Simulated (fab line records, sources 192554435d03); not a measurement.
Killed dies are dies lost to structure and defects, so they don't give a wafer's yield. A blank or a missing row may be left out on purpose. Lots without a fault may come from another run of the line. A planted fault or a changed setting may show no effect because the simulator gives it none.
Split-lot experiment | flow n5_finfet | 7 lots, 21 wafers read, on a route of 1938 steps

THE SPLIT
At N5_BEOL_M4_COAT_05 (resist thk 30 nm), the setting spin_rpm was moved away from the recipe's 1500 rpm on 6 of the 21 wafers read, by -4.1% to +9.5%. The other wafers ran this setting at the recipe's value.

FROM THE SPLIT TO THE READING: what the file shows between them, 4 steps
- N5_BEOL_M4_EBR_07
- N5_BEOL_M4_SOFTBAKE_06: time 60 s
- N5_BEOL_M4_EXPOSE_08: exposes mask M4
- N5_BEOL_M4_PEB_09: peb time 60 s

THE READING
CAR-EUV_of_BEOL_M4_COAT_05.thk_nm (the simulator's own value, which no gauge read), in nm, at N5_BEOL_M4_DEVELOP_10 (develop time 30 s). The file gives no usual value for it. The 15 wafers here that ran the recipe average 29.6 nm, standard deviation 0.08 nm.

wafer  | tool, chamber at the split | spin_rpm as run, rpm | against the recipe | CAR-EUV_of_BEOL_M4_COAT_05.thk_nm, nm | against lot-mates on the recipe
L076.1 | litho_track-02, 0          | 1439                 | -4.1%              | 30                                    | +0.6
L076.4 | litho_track-02, 0          | 1500                 | recipe             | 29.4                                  | -
L076.6 | litho_track-02, 0          | 1439                 | -4.1%              | 30.2                                  | +0.8
L079.1 | litho_track-04, 0          | 1642                 | +9.5%              | 28.2                                  | -1.4
L079.3 | litho_track-04, 0          | 1642                 | +9.5%              | 28.2                                  | -1.4
L079.6 | litho_track-04, 0          | 1500                 | recipe             | 29.6                                  | -
L080.1 | litho_track-02, 0          | 1500                 | recipe             | 29.6                                  | -
L080.3 | litho_track-02, 0          | 1500                 | recipe             | 29.6                                  | -
L080.4 | litho_track-02, 0          | 1500                 | recipe             | 29.6                                  | -
L082.2 | litho_track-04, 0          | 1500                 | recipe             | 29.6                                  | -
L082.3 | litho_track-04, 0          | 1642                 | +9.5%              | 28.2                                  | -1.4
L082.5 | litho_track-04, 0          | 1642                 | +9.5%              | 28.2                                  | -1.4
L086.2 | litho_track-02, 0          | 1500                 | recipe             | 29.6                                  | -
L086.3 | litho_track-02, 0          | 1500                 | recipe             | 29.6                                  | -
L086.5 | litho_track-02, 0          | 1500                 | recipe             | 29.6                                  | -
L089.2 | litho_track-04, 0          | 1500                 | recipe             | 29.6                                  | -
L089.4 | litho_track-04, 0          | 1500                 | recipe             | 29.6                                  | -
L089.6 | litho_track-04, 0          | 1500                 | recipe             | 29.6                                  | -
L090.1 | litho_track-04, 0          | 1500                 | recipe             | 29.6                                  | -
L090.5 | litho_track-04, 0          | 1500                 | recipe             | 29.4                                  | -
L090.6 | litho_track-04, 0          | 1500                 | recipe             | 29.4                                  | -

THE FIT
A straight line over all 21 wafers: CAR-EUV_of_BEOL_M4_COAT_05.thk_nm changes by -0.142 nm for each +1% of spin_rpm; r = -0.99; the points scatter about the line by 0.079 nm.
The same after taking each lot's own level away (the mean of its wafers on the recipe; 21 wafers): -0.151 nm for each +1%; r = -1.00; scatter 0.057 nm.
On that fit, the largest move of spin_rpm shifts the reading by 1.4 nm.
The lots' own levels span 29.40 to 29.60 nm, that is 2.5 times the standard deviation above.
So the lot-to-lot level changes the slope little: the two slopes agree.
Check: with one of the wafers moved furthest among these (+9.5%) left out of the fit, the line predicts -1.42 nm for it against its lot-mates. It came out at -1.4 nm against them.

OTHER SPLITS ON THESE WAFERS
These wafers also went through other splits before the reading. Each is held against what the fit with the lots' levels taken away leaves over:
other split on the same wafers | wafers away from the commonest value | r with CAR-EUV_of_BEOL_M4_COAT_05.thk_nm (lot level and that fit taken away)
N5_BEOL_M1_ETCH_64 source_w    | 10                                   | +0.02
N5_BEOL_M1_COAT_22 spin_rpm    | 7                                    | -0.38
N5_BEOL_M2_DESCUM_16 time_s    | 7                                    | -0.32
N5_BEOL_M2_ETCH_64 source_w    | 8                                    | -0.34
N5_BEOL_M3_COAT_62 spin_rpm    | 3                                    | +0.77
N5_BEOL_M3_COAT_76 spin_rpm    | 9                                    | -0.22
N5_BEOL_M3_EXPOSE_25 dose_mj   | 6                                    | +0.11

THE WHOLE CHAIN: every reading that the file lists as answering this split, in the file's order
step                  | what it does      | reading                                                                            | change (the file's fit)               | r (the file's)
N5_BEOL_M4_COAT_05    | resist thk 30 nm  | CAR-EUV_of_BEOL_M4_COAT_05.thk_nm (the simulator's own value, which no gauge read) | -0.143 nm for each +1% of the setting | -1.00
N5_BEOL_M4_DEVELOP_10 | develop time 30 s | CAR-EUV_of_BEOL_M4_COAT_05.thk_nm (the simulator's own value, which no gauge read) | -0.15 nm for each +1% of the setting  | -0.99

THE FILE'S OWN FIT
CAR-EUV_of_BEOL_M4_COAT_05.thk_nm changes by -0.15 nm for each +1% of spin_rpm, r = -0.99.
